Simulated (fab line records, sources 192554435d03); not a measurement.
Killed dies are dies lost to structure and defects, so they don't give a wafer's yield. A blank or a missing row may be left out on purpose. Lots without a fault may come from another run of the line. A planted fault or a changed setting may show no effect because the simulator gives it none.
Split-lot experiment | flow n5_finfet | 7 lots, 21 wafers read, on a route of 1938 steps

THE SPLIT
At N5_ZERO_LAYER_EXPOSE_08 (exposes mask ZERO, defocus 0 nm, target cd 2000 nm), the setting dose_mj was moved away from the recipe's 16.2 on 9 of the 21 wafers read, by -3.6% to +6.1%. The other wafers ran this setting at the recipe's value.

FROM THE SPLIT TO THE READING: what the file shows between them, 3 steps
- N5_ZERO_LAYER_PEB_09
- N5_ZERO_LAYER_DEVELOP_10: develop time 60 s
- N5_ZERO_LAYER_HARDBAKE_23: time 120 s

THE READING
cd_nm, in nm, at N5_ZERO_LAYER_CD_MEAS_11 (target cd 2000 nm). Fault-free wafers of this fab line usually give 2000.7 nm, standard deviation 2.2 nm.

wafer  | tool, chamber at the split | dose_mj as run | against the recipe | cd_nm, nm | against lot-mates on the recipe
L074.2 | krf_scanner-01, 0          | 16.2           | recipe             | 2002.3    | -
L074.3 | krf_scanner-01, 0          | 16.2           | recipe             | 1998.9    | -
L074.5 | krf_scanner-01, 0          | 16.2           | recipe             | 1997.6    | -
L076.3 | krf_scanner-02, 0          | 16.2           | recipe             | 1999.9    | -
L076.4 | krf_scanner-02, 0          | 16.2           | recipe             | 2001.8    | -
L076.6 | krf_scanner-02, 0          | 16.2           | recipe             | 1998.6    | -
L080.2 | krf_scanner-01, 0          | 16.71          | +3.1%              | 2008.6    | +6.1
L080.4 | krf_scanner-01, 0          | 16.2           | recipe             | 2004.7    | -
L080.6 | krf_scanner-01, 0          | 16.2           | recipe             | 2000.2    | -
L082.1 | krf_scanner-02, 0          | 15.61          | -3.6%              | 1994.0    | no lot-mate on the recipe
L082.2 | krf_scanner-02, 0          | 15.61          | -3.6%              | 1995.4    | no lot-mate on the recipe
L082.5 | krf_scanner-02, 0          | 15.61          | -3.6%              | 1993.6    | no lot-mate on the recipe
L083.2 | krf_scanner-02, 0          | 16.94          | +4.6%              | 2007.4    | +8.7
L083.4 | krf_scanner-02, 0          | 16.2           | recipe             | 1998.7    | -
L083.6 | krf_scanner-02, 0          | 16.94          | +4.6%              | 2003.9    | +5.2
L087.2 | krf_scanner-02, 0          | 16.2           | recipe             | 1998.0    | -
L087.4 | krf_scanner-02, 0          | 17.19          | +6.1%              | 2007.2    | +8.7
L087.6 | krf_scanner-02, 0          | 16.2           | recipe             | 1999.1    | -
L089.3 | krf_scanner-02, 0          | 16.95          | +4.6%              | 2010.8    | +12.6
L089.4 | krf_scanner-02, 0          | 16.2           | recipe             | 1998.2    | -
L089.5 | krf_scanner-02, 0          | 16.95          | +4.6%              | 2009.5    | +11.3

THE FIT
A straight line over all 21 wafers: cd_nm changes by +1.62 nm for each +1% of dose_mj; r = +0.90; the points scatter about the line by 2.3 nm.
The same after taking each lot's own level away (the mean of its wafers on the recipe; 18 wafers): +1.85 nm for each +1%; r = +0.90; scatter 2.1 nm.
On that fit, the largest move of dose_mj shifts the reading by 11 nm.
The lots' own levels span 1998.20 to 2002.45 nm, that is 1.9 times the standard deviation above.
So the lot-to-lot level changes the slope: the two fits differ.
Check: with one of the wafers moved furthest among these (+6.1%) left out of the fit, the line predicts +12.5 nm for it against its lot-mates. It came out at +8.65 nm against them.

OTHER SPLITS ON THESE WAFERS
These wafers also went through other splits before the reading. Each is held against what the fit with the lots' levels taken away leaves over:
other split on the same wafers | wafers away from the commonest value | r with cd_nm (lot level and that fit taken away)
N5_ZERO_LAYER_PECVD_02 time_s  | 5                                    | +0.16

THE FILE'S OWN FIT
cd_nm changes by +1.78 nm for each +1% of dose_mj, r = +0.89.
